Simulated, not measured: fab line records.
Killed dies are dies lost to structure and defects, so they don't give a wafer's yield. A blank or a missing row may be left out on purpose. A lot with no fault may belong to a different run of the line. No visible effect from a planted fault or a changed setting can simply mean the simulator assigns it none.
fab line records	flow n5-finfet
record: lots: 9	wafers: 27	last-day: 21
route steps=1938 shown FIN_SAQP@148 FIN_CUT@164 BEOL_M4@1111 PASSIVATION@1936
lots untouched by any fault: they come from a run of this same line in which no faults occurred
start-h: hours from the record's opening day to when the first of the lot's shown wafers began	wait-h: how many hours have passed since the lot's step before this one	" repeats the value in the row above	L1.1+2: a single row standing in for several wafers	- value missing, or start not given	* or withheld: withheld	< > ~ a bound
route shown NAME@n: NAME is a module with steps in the file, n the number in the route of the first one	usual: mean/standard deviation taken from wafers without a fault	same: alike in all rows	chamber/n: place in a boat	sites: readings site by site	_std_site: how widely they spread, as a standard deviation	_edge_site: outer sites' mean less inner sites'	radius-mm: for every site, how far away it sits from the centre of the wafer	mask NAME#n: copy n	behind: tool/chamber where the wafer was last shaped	hold: cause of the lot's hold/its duration in hours/its outcome	device: whichever transistor did not switch (one of n, p or np)	end of line: the same wafers' tests at the end of the route	where a step has no rows: the recipe by itself	killed: not the wafer's yield, but the dies lost to structure and defects at the first sort	map: a wafer's dies, marking killed ones x, the rest . and places with no die _
set.NAME: setting as actually run; set.NAME@STEP: the setting as run at that earlier step	model.NAME: the simulator's own value behind a step, which no gauge read
steps of the route over a sample of lots; a table a step, a row a wafer
services: when a tool's chamber went out of use (start-h, in hours from the record's first day, below 0 if earlier), for how many hours, and the reason
== steps ==
step: N5_FIN_SAQP_CD_MEAS_37
recipe: target-cd-nm: 8	polarity: line
usual: cd-nm: 8.12/0.24
lot.wafer	tool	chamber	start-h	wait-h	cd-nm
L333.2	cd-sem-01	-	32.26	0.1	8.53
L333.4	"	-	"	"	8.25
L333.5	"	-	"	"	7.73
L334.4	cd-sem-02	-	38.03	0.1	8.18
L334.5	"	-	"	"	8.11
L334.6	"	-	"	"	8.45
L336.4	cd-sem-02	-	50.80	0.1	7.88
L336.5	"	-	"	"	7.91
L336.6	"	-	"	"	8.00
L343.1	cd-sem-03	-	94.50	0.1	7.98
L343.2	"	-	"	"	7.98
L343.6	"	-	"	"	7.84
L345.2	cd-sem-02	-	106.70	0.1	7.99
L345.4	"	-	"	"	7.63
L345.6	"	-	"	"	7.77
L347.1	cd-sem-01	-	116.91	0.1	8.07
L347.2	"	-	"	"	8.12
L347.3	"	-	"	"	8.20
L348.3	cd-sem-03	-	122.33	0.1	8.28
L348.5	"	-	"	"	8.13
L348.6	"	-	"	"	8.13
L350.1	cd-sem-02	-	134.86	0.1	8.16
L350.2	"	-	"	"	8.05
L350.5	"	-	"	"	8.12
L353.4	cd-sem-03	-	151.91	0.0	8.15
L353.5	"	-	"	"	8.02
L353.6	"	-	"	"	8.07
step: N5_FIN_CUT_OVL_MEAS_09
recipe: points-per-wafer: 522
usual: FIN_CUT_OVL: -0.7/0.65
lot.wafer	tool	chamber	start-h	wait-h	FIN_CUT_OVL[nm]
L333.2	overlay-01	0	32.74	0.0	-0.5
L333.4	"	0	"	"	-1.1
L333.5	"	0	"	"	-0.8
L334.4	overlay-02	0	38.50	0.0	0.1
L334.5	"	0	"	"	0.1
L334.6	"	0	"	"	0.4
L336.4	overlay-02	0	51.39	0.0	0.4
L336.5	"	0	"	"	-0.7
L336.6	"	0	"	"	-0.8
L343.1	overlay-02	0	94.97	0.0	-0.4
L343.2	"	0	"	"	-0.1
L343.6	"	0	"	"	-0.7
L345.2	overlay-02	0	107.17	0.0	0.4
L345.4	"	0	"	"	-0.1
L345.6	"	0	"	"	-0.1
L347.1	overlay-01	0	117.38	0.0	0.0
L347.2	"	0	"	"	-1.0
L347.3	"	0	"	"	-0.8
L348.3	overlay-02	0	122.80	0.0	-1.1
L348.5	"	0	"	"	-0.7
L348.6	"	0	"	"	-0.1
L350.1	overlay-02	0	135.34	0.0	-0.9
L350.2	"	0	"	"	-0.8
L350.5	"	0	"	"	-0.9
L353.4	overlay-02	0	152.38	0.0	-0.4
L353.5	"	0	"	"	-0.9
L353.6	"	0	"	"	-0.4
step: N5_FIN_CUT_STRIP_24
recipe: chemistry: CF4	resist: SiARC	power-w: 300	bias-power-w: 75	pressure-mtorr: 50	cf4-flow-sccm: 150	rf-frequency-hz: 6e+07
usual: chamber-pressure-mTorr: 50.00/0.045	drypump-motor-current-A: 5.8/0.36	oes-product-au: 0.80/0.085	rf-vpp-V: 271.2/1.4	showerhead-plenum-p-Torr: 1.79/0.052	throttle-valve-pct: 13.58/0.21
lot.wafer	tool	chamber	start-h	wait-h	chamber-pressure-mTorr	drypump-motor-current-A	oes-product-au	rf-hours-counter-h	rf-vpp-V	showerhead-plenum-p-Torr	throttle-valve-pct
L333.2	rie-diel-01	2	33.30	0.0	49.96	5.7	0.87	25	270.8	1.84	13.63
L333.4	"	0	"	"	50.03	5.4	0.70	219	270.6	1.78	13.90
L333.5	"	1	"	"	50.03	5.6	0.74	-	270.2	1.71	13.79
L334.4	rie-diel-06	2	38.99	0.0	49.95	5.5	0.84	64	270.5	1.82	13.36
L334.5	"	3	"	"	50.04	5.8	0.72	-	268.7	1.71	13.44
L334.6	"	2	"	"	50.06	5.5	0.84	-	272.8	1.82	13.36
L336.4	rie-diel-06	1	51.89	0.0	50.05	6.3	0.67	229	270.0	1.78	14.01
L336.5	"	2	"	"	49.98	5.5	0.83	-	271.9	1.81	13.39
L336.6	"	3	"	"	50.03	5.8	0.71	-	270.2	1.71	13.45
L343.1	rie-diel-03	3	95.48	0.0	50.01	6.2	0.83	69	270.0	1.75	13.37
L343.2	"	2	"	"	50.01	5.9	0.87	25	271.7	1.83	13.41
L343.6	"	0	"	"	49.93	6.0	0.91	-	271.5	1.76	13.50
L345.2	rie-diel-06	3	107.83	0.0	50.05	5.8	0.70	211	271.1	1.70	13.50
L345.4	"	1	"	"	49.95	6.3	0.66	245	269.8	1.78	14.06
L345.6	"	2	"	"	50.06	5.5	0.81	-	271.8	1.81	13.40
L347.1	rie-diel-06	2	117.89	0.0	49.98	5.5	0.80	87	270.5	1.81	13.42
L347.2	"	3	"	"	50.03	5.8	0.70	213	269.9	1.70	13.50
L347.3	"	0	"	"	50.05	6.5	0.78	125	273.6	1.87	13.50
L348.3	rie-diel-03	1	123.47	0.0	50.07	5.2	0.71	203	273.0	1.85	13.51
L348.5	"	1	"	"	50.06	5.1	0.70	-	274.0	1.85	13.51
L348.6	"	2	"	"	49.97	5.9	0.85	-	271.6	1.83	13.42
L350.1	rie-diel-03	3	135.91	0.0	50.08	6.2	0.82	81	269.9	1.74	13.37
L350.2	"	2	"	"	49.91	5.9	0.85	39	273.4	1.83	13.45
L350.5	"	3	"	"	49.98	6.2	0.83	-	268.7	1.74	13.37
L353.4	rie-diel-01	0	152.87	0.0	50.02	5.4	0.94	4	270.6	1.77	13.43
L353.5	"	0	"	"	50.06	5.4	0.94	-	271.6	1.77	13.42
L353.6	"	3	"	"	50.05	6.1	0.91	-	272.7	1.83	13.31
step: N5_FIN_CUT_CUT_ETCH_26
recipe: chemistry: CH3F/O2	target: SiNx	target-depth-a: 390	mask-material: SOC	time-s: 55.7	pressure-mtorr: 30	source-w: 395	bias-w: 73	Ar_flow_sccm: 150	CH3F_flow_sccm: 30	O2_flow_sccm: 20	ion-energy-ev: 120
usual: chamber-pressure-mTorr: 30.00/0.03	drypump-motor-current-A: 5.8/0.36	oes_ar_750_au: 0.81/0.088	oes_f_703_au: 0.81/0.09	oes-product-au: 0.81/0.091	rf-fwd-power-W: 391.0/1.6	rf-vpp-V: 296/3.3	showerhead-plenum-p-Torr: 2.00/0.06	throttle-valve-pct: 16.36/0.2
same: time-s: 55.7
lot.wafer	tool	chamber	start-h	wait-h	chamber-pressure-mTorr	drypump-motor-current-A	oes_ar_750_au	oes_f_703_au	oes-product-au	rf-fwd-power-W	rf-hours-counter-h	rf-vpp-V	showerhead-plenum-p-Torr	throttle-valve-pct
L333.2	rie-diel-01	2	33.32	0.0	30.01	5.7	0.88	0.87	0.89	392.5	25	301	2.04	16.42
L333.4	"	0	"	"	29.99	5.4	0.71	0.71	0.70	390.2	219	294	1.98	16.70
L333.5	"	1	"	"	30.01	5.6	0.75	0.74	0.75	389.9	-	294	1.91	16.57
L334.4	rie-diel-06	2	39.01	0.0	30.04	5.5	0.86	0.86	0.85	389.0	64	297	2.04	16.23
L334.5	"	3	"	"	30.00	5.8	0.72	0.73	0.72	388.8	-	293	1.90	16.19
L334.6	"	2	"	"	30.05	5.5	0.85	0.85	0.85	388.7	-	297	2.04	16.21
L336.4	rie-diel-06	1	51.91	0.0	30.01	6.3	0.69	0.69	0.68	390.8	229	291	1.98	16.75
L336.5	"	2	"	"	30.01	5.5	0.86	0.86	0.84	388.6	-	296	2.04	16.22
L336.6	"	3	"	"	30.02	5.8	0.72	0.72	0.71	389.3	-	293	1.90	16.20
L343.1	rie-diel-03	3	95.50	0.0	30.01	6.1	0.84	0.85	0.84	390.6	69	295	1.94	16.11
L343.2	"	2	"	"	29.96	5.9	0.90	0.89	0.88	394.5	25	295	2.04	16.22
L343.6	"	0	"	"	30.01	6.0	0.93	0.92	0.93	392.0	-	300	1.97	16.37
L345.2	rie-diel-06	3	107.85	0.0	30.00	5.8	0.60	0.50	0.66	297.5	211	333	1.90	16.24
L345.4	"	1	"	"	30.00	6.3	0.57	0.47	0.63	296.5	245	333	1.97	16.79
L345.6	"	2	"	"	30.07	5.5	0.71	0.59	0.77	293.1	-	337	2.03	16.25
L347.1	rie-diel-06	2	117.91	0.0	30.03	5.5	0.70	0.59	0.77	294.9	87	338	2.03	16.24
L347.2	"	3	"	"	30.03	5.8	0.60	0.49	0.66	296.5	213	333	1.90	16.25
L347.3	"	0	"	"	29.99	6.5	0.68	0.56	0.74	295.2	125	340	2.09	16.29
L348.3	rie-diel-03	1	123.49	0.0	30.05	5.2	0.71	0.71	0.71	387.9	203	303	2.06	16.20
L348.5	"	1	"	"	29.98	5.2	0.72	0.71	0.71	388.3	-	300	2.07	16.20
L348.6	"	2	"	"	30.00	5.9	0.88	0.88	0.87	392.7	-	293	2.04	16.25
L350.1	rie-diel-03	3	135.93	0.0	30.02	6.2	0.83	0.83	0.83	389.6	81	293	1.94	16.12
L350.2	"	2	"	"	30.01	5.9	0.86	0.87	0.87	392.8	39	294	2.04	16.27
L350.5	"	3	"	"	30.02	6.2	0.84	0.83	0.83	389.8	-	294	1.94	16.12
L353.4	rie-diel-01	0	152.89	0.0	30.05	5.4	0.95	0.95	0.97	390.4	4	295	1.97	16.29
L353.5	"	0	"	"	30.06	5.4	0.95	0.94	0.96	391.9	-	293	1.97	16.27
L353.6	"	3	"	"	30.00	6.0	0.93	0.95	0.93	391.9	-	291	2.04	16.12
step: N5_BEOL_M4_RC_MEAS_101
usual: DIBL_N: 36.3/1.1	DIBL_P: 36.3/1.4	IOFF_N: 0.155/0.019	IOFF_P: 0.211/0.027	ION_N: 672/8.5	ION_P: 462/5.8	SS_N: 71.5/0.56	SS_P: 73.3/0.52	VT_N: 249.9/2.5	VT_P: -249.8/2.8
lot.wafer	tool	chamber	start-h	wait-h	DIBL_N[mV/V]	DIBL_P[mV/V]	IOFF_N[nA/um]	IOFF_P[nA/um]	ION_N[uA/um]	ION_P[uA/um]	SS_N[mV/dec]	SS_P[mV/dec]	VT_N[mV]	VT_P[mV]
L333.2	prober-01	0	210.19	0.2	37.5	38.2	0.185	0.238	676	460	71.3	74.3	247.9	-248.6
L333.4	"	0	"	"	37.8	39.5	0.200	0.248	675	459	73.1	74.2	245.3	-248.1
L333.5	"	0	"	"	35.0	35.7	0.143	0.190	670	463	71.3	73.0	250.0	-251.1
L334.4	prober-01	0	228.86	0.5	35.6	36.9	0.152	0.178	669	451	71.1	73.6	248.7	-253.7
L334.5	"	0	"	"	34.9	35.4	0.134	0.170	670	456	71.3	73.3	249.2	-252.4
L334.6	"	0	"	"	35.7	35.9	0.153	0.178	671	455	72.0	73.3	251.5	-253.4
L336.4	prober-01	0	238.37	0.5	37.2	37.1	0.172	0.244	676	472	71.9	73.9	248.4	-244.4
L336.5	"	0	"	"	36.5	36.6	0.161	0.243	672	467	71.8	73.0	247.0	-247.3
L336.6	"	0	"	"	35.9	35.2	0.140	0.227	669	469	71.0	72.7	252.1	-248.4
L343.1	prober-01	0	324.10	0.0	37.2	36.9	0.151	0.183	670	455	71.2	73.8	251.3	-253.2
L343.2	"	0	"	"	38.5	38.1	0.178	0.206	664	452	72.3	73.0	250.4	-249.8
L343.6	"	0	"	"	36.4	36.1	0.139	0.181	658	447	71.2	73.0	253.2	-252.0
L345.2	prober-01	0	346.64	0.2	36.8	37.0	0.144	0.238	663	460	72.3	73.7	251.8	-247.6
L345.4	"	0	"	"	34.9	35.0	0.116	0.204	650	455	71.6	72.6	257.1	-250.4
L345.6	"	0	"	"	37.2	37.4	0.153	0.250	665	460	72.1	73.7	251.9	-248.8
L348.3	prober-01	0	351.59	0.3	35.4	36.2	0.143	0.196	665	461	71.9	73.2	253.8	-252.5
L348.5	"	0	"	"	35.7	37.6	0.146	0.219	669	463	71.4	73.5	252.3	-248.9
L348.6	"	0	"	"	34.8	35.6	0.134	0.186	658	454	72.3	73.0	252.1	-251.9
L353.4	prober-01	0	368.66	0.5	34.9	37.6	0.168	0.241	668	470	70.4	73.3	247.3	-247.3
L353.5	"	0	"	"	34.3	36.8	0.150	0.235	673	472	71.7	73.1	249.5	-244.4
L353.6	"	0	"	"	34.9	36.6	0.157	0.232	665	465	71.8	72.6	251.7	-248.7
L350.1	prober-02	0	385.35	0.0	38.3	37.3	0.176	0.236	677	462	71.2	73.9	245.9	-248.3
L350.2	"	0	"	"	37.5	35.8	0.154	0.206	680	465	71.6	73.1	252.5	-249.6
L350.5	"	0	"	"	36.9	35.6	0.149	0.204	669	457	71.5	73.6	250.5	-249.6
L347.1	prober-01	0	391.32	0.0	35.9	36.9	0.156	0.221	670	460	70.8	73.5	250.6	-248.0
L347.2	"	0	"	"	34.9	36.0	0.146	0.203	679	467	71.2	73.0	247.6	-249.4
L347.3	"	0	"	"	35.3	36.3	0.161	0.217	665	463	71.5	72.8	248.6	-246.2
step: N5_PASSIVATION_PROBE_49
usual: defect-limited-yield: 91.4/1.2	killed_at_M0_to_M3: 34/10	killed_at_M4_up: 14/5.1	killed-at-contacts: 12/6.4	killed-at-front-end: 38/9.3	killed-at-other: 4/3	killed-dies: 102/15	killed-open: 67/12	killed-short: 33/6.9	sort_bin_5_function: 5.0/0.86	sort_bin_6_memory: 3.2/0.58	sort_bin_8_speed: 0.00/0.0099	sort-n-pass: 1078/15	sort-yield-pct: 91.4/1.2
same: gross-dies: 1180	killed-at-back-side: 0	sort_bin_4_leakage[%]: 0
lot.wafer	tool	chamber	start-h	wait-h	defect-limited-yield[%]	killed_at_M0_to_M3	killed_at_M4_up	killed-at-contacts	killed-at-front-end	killed-at-other	killed-dies	killed-open	killed-short	sort_bin_5_function[%]	sort_bin_6_memory[%]	sort_bin_8_speed[%]	sort-n-pass	sort-yield-pct[%]
L333.2	prober-02	-	313.71	0.1	91.9	17	16	17	41	5	96	67	23	4.1	4.0	0	1084	91.9
L333.4	prober-02	-	313.81	0.2	91.5	29	10	11	41	9	100	58	42	4.6	3.3	0	1080	91.5
L333.5	prober-02	-	313.86	0.2	91.4	32	4	13	47	5	101	64	36	5.2	3.1	0	1079	91.4
L334.4	prober-01	-	337.80	0.2	91.7	48	14	8	25	3	98	68	26	4.7	3.2	0	1082	91.7
L334.5	prober-01	-	337.85	0.2	90.3	42	24	6	39	3	114	74	39	6.1	3.2	0	1066	90.3
L334.6	prober-01	-	337.90	0.3	88.6	52	20	3	59	1	135	85	44	6.4	4.5	0	1045	88.6
L343.1	prober-01	-	435.03	0.0	91.0	44	18	18	23	3	106	68	36	5.8	3.1	0	1074	91.0
L343.2	prober-01	-	435.08	0.1	91.9	35	10	18	28	4	95	70	25	4.7	3.2	0	1085	91.9
L343.6	prober-01	-	435.28	0.3	90.4	34	19	10	46	4	113	71	40	5.7	3.4	0	1067	90.4
L348.3	prober-02	-	451.93	0.1	89.9	32	20	11	51	5	119	81	36	6.3	3.5	0	1061	89.9
L348.5	prober-02	-	452.03	0.2	93.6	20	9	8	31	7	75	51	23	3.3	2.6	0	1105	93.6
L348.6	prober-02	-	452.08	0.3	90.3	42	10	5	49	8	114	65	47	4.9	4.2	0	1066	90.3
L350.1	prober-01	-	498.48	0.0	91.4	40	12	15	31	3	101	75	25	4.2	4.1	0	1079	91.4
L350.2	prober-01	-	498.53	0.1	91.2	38	13	7	45	1	104	73	29	5.3	3.2	0	1076	91.2
L350.5	prober-01	-	498.68	0.2	90.9	33	5	7	61	1	107	80	25	5.6	3.4	0	1073	90.9
killed by level:class
L333.2 BEOL_M4:geometric-particle:open=11 STI_FIN_REVEAL:geometric-particle:open=10 MOL_CONTACT_COAG:geometric-particle:open=10 FIN_SAQP:geometric-particle:open=9 MOL_CONTACT_COAG:geometric-particle:short=5 BEOL_M3:geometric-particle:open=5 FIN_SAQP:geometric-particle:short=4 STI_FIN_REVEAL:geometric-particle:short=4
L333.4 STI_FIN_REVEAL:geometric-particle:open=11 BEOL_M0_SAQP:geometric-particle:short=10 FIN_SAQP:geometric-particle:short=9 MOL_CONTACT_COAG:geometric-particle:open=9 BEOL_M0_SAQP:geometric-particle:open=7 BEOL_M3:geometric-particle:open=6 FIN_SAQP:geometric-particle:open=5 BEOL_M8:geometric-particle:open=4
L333.5 STI_FIN_REVEAL:geometric-particle:open=19 MOL_CONTACT_COAG:geometric-particle:open=10 BEOL_M0_SAQP:geometric-particle:open=10 BEOL_M0_SAQP:geometric-particle:short=9 FIN_SAQP:geometric-particle:short=6 GATE_CUT:geometric-particle:short=5 BEOL_M2:geometric-particle:open=5 DUMMY_GATE:geometric-particle:short=4
L334.4 BEOL_M0_SAQP:geometric-particle:open=14 FIN_SAQP:geometric-particle:open=12 BEOL_M0_SAQP:geometric-particle:short=12 BEOL_M3:geometric-particle:open=11 MOL_CONTACT_COAG:geometric-particle:open=7 BEOL_M1:geometric-particle:open=4 BEOL_M2:geometric-particle:open=4 DUMMY_GATE:geometric-particle:open=3
L334.5 FIN_SAQP:geometric-particle:open=18 BEOL_M0_SAQP:geometric-particle:short=11 BEOL_M4:geometric-particle:open=10 BEOL_M0_SAQP:geometric-particle:open=8 BEOL_M3:geometric-particle:open=7 GATE_CUT:geometric-particle:short=6 FIN_SAQP:geometric-particle:short=5 MOL_CONTACT_COAG:geometric-particle:open=5
L334.6 BEOL_M0_SAQP:geometric-particle:open=16 BEOL_M0_SAQP:geometric-particle:short=15 FIN_SAQP:geometric-particle:open=14 STI_FIN_REVEAL:geometric-particle:open=12 FIN_SAQP:geometric-particle:short=8 BEOL_M4:geometric-particle:open=8 BEOL_M3:geometric-particle:open=8 DUMMY_GATE:geometric-particle:open=6
L343.1 MOL_CONTACT_COAG:geometric-particle:open=16 BEOL_M0_SAQP:geometric-particle:short=16 BEOL_M0_SAQP:geometric-particle:open=12 BEOL_M4:geometric-particle:open=8 BEOL_M1:geometric-particle:open=7 BEOL_M3:geometric-particle:open=6 FIN_SAQP:geometric-particle:open=4 FIN_SAQP:geometric-particle:short=4
L343.2 MOL_CONTACT_COAG:geometric-particle:open=14 BEOL_M2:geometric-particle:open=10 BEOL_M3:geometric-particle:open=8 BEOL_M0_SAQP:geometric-particle:open=7 BEOL_M1:geometric-particle:open=7 FIN_SAQP:geometric-particle:open=5 FIN_SAQP:geometric-particle:short=5 STI_FIN_REVEAL:geometric-particle:open=5
L343.6 FIN_SAQP:geometric-particle:short=13 BEOL_M4:geometric-particle:open=11 BEOL_M0_SAQP:geometric-particle:open=9 MOL_CONTACT_COAG:geometric-particle:open=9 FIN_SAQP:geometric-particle:open=8 BEOL_M0_SAQP:geometric-particle:short=6 BEOL_M1:geometric-particle:open=6 STARTING-WAFER:geometric-particle:short=5
L348.3 STI_FIN_REVEAL:geometric-particle:open=13 BEOL_M4:geometric-particle:open=9 BEOL_M3:geometric-particle:open=9 DUMMY_GATE:geometric-particle:open=8 MOL_CONTACT_COAG:geometric-particle:open=8 FIN_SAQP:geometric-particle:open=7 BEOL_M0_SAQP:geometric-particle:short=6 STARTING-WAFER:geometric-particle:short=5
L348.5 STI_FIN_REVEAL:geometric-particle:open=9 BEOL_M0_SAQP:geometric-particle:open=6 FIN_SAQP:geometric-particle:short=5 BEOL_M1:geometric-particle:open=5 BEOL_M4:geometric-particle:open=5 MOL_CONTACT_COAG:geometric-particle:short=4 MOL_CONTACT_COAG:geometric-particle:open=4 STI_FIN_REVEAL:geometric-particle:short=3
L348.6 STI_FIN_REVEAL:geometric-particle:open=16 BEOL_M0_SAQP:geometric-particle:short=15 BEOL_M0_SAQP:geometric-particle:open=9 FIN_SAQP:geometric-particle:short=7 BEOL_M1:geometric-particle:open=7 FIN_SAQP:geometric-particle:open=5 MOL_CONTACT_COAG:geometric-particle:open=5 BEOL_M2:geometric-particle:open=5
L350.1 MOL_CONTACT_COAG:geometric-particle:open=12 BEOL_M3:geometric-particle:open=12 STI_FIN_REVEAL:geometric-particle:open=11 BEOL_M2:geometric-particle:open=7 BEOL_M4:geometric-particle:open=6 DUMMY_GATE:geometric-particle:open=5 STI_FIN_REVEAL:geometric-particle:short=4 BEOL_M0_SAQP:geometric-particle:open=4
L350.2 STI_FIN_REVEAL:geometric-particle:open=18 BEOL_M3:geometric-particle:open=12 BEOL_M2:geometric-particle:open=10 MOL_CONTACT_COAG:geometric-particle:open=7 FIN_SAQP:geometric-particle:open=6 BEOL_M4:geometric-particle:open=6 STARTING-WAFER:geometric-particle:short=5 GATE_CUT:geometric-particle:short=4
L350.5 STI_FIN_REVEAL:geometric-particle:open=28 BEOL_M3:geometric-particle:open=10 FIN_SAQP:geometric-particle:open=9 BEOL_M1:geometric-particle:open=8 FIN_SAQP:geometric-particle:short=6 MOL_CONTACT_COAG:geometric-particle:open=6 BEOL_M1:geometric-particle:short=3 GATE_CUT:geometric-particle:short=3
== services ==
tool	chamber	start-h	hours	kind
rie-diel-06	2	9.99	2.7	repair
rie-diel-06	3	11.85	5.5	repair
rie-diel-03	-	13.18	14.6	pm
rie-diel-06	-	25.45	0.3	repair
rie-diel-03	0	29.64	-	clean
rie-diel-03	0	29.64	-	consumable-replace:focus-ring
rie-diel-03	0	29.64	14.0	scheduled-down
rie-diel-03	0	29.64	14.0	vent-cycle
rie-diel-01	1	48.99	5.8	repair
rie-diel-01	3	77.62	-	clean
rie-diel-01	3	77.62	-	consumable-replace:focus-ring
rie-diel-01	3	77.62	17.9	scheduled-down
rie-diel-01	3	77.62	17.9	vent-cycle
rie-diel-03	-	82.64	0.7	repair
rie-diel-03	3	106.94	1.8	repair
rie-diel-06	1	123.02	-	clean
rie-diel-06	1	123.02	-	consumable-replace:focus-ring
rie-diel-03	0	125.34	6.0	repair
rie-diel-01	0	128.42	-	clean
rie-diel-01	0	128.42	-	consumable-replace:focus-ring
rie-diel-01	0	128.42	12.2	scheduled-down
rie-diel-01	0	128.42	12.2	vent-cycle
== key ==
first-sign: step: N5_FIN_CUT_CUT_ETCH_26	reading: rf-fwd-power-W	direction: down	sigmas: 59	usual: *	struck: *
effect: step: N5_FIN_CUT_CUT_ETCH_26	reading: rf-vpp-V	direction: up	sigmas: 12	usual: 296	struck: 336
met-at N5_FIN_CUT_CUT_ETCH_26
struck-lots L345,L347
not-acting-at N5_FIN_SAQP_CD_MEAS_37,N5_FIN_CUT_OVL_MEAS_09,N5_FIN_CUT_STRIP_24
onset-between 51.91 107.85
fault: kind: process-parameter-drift	tool: rie-diel-06	chamber: -	onset-h: 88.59	steps: N5_FIN_CUT_CUT_ETCH_26	channel: source-w	offset: -94.8	shape: step	end-h: 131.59	acts-in: these-recipes-only	stated: 395
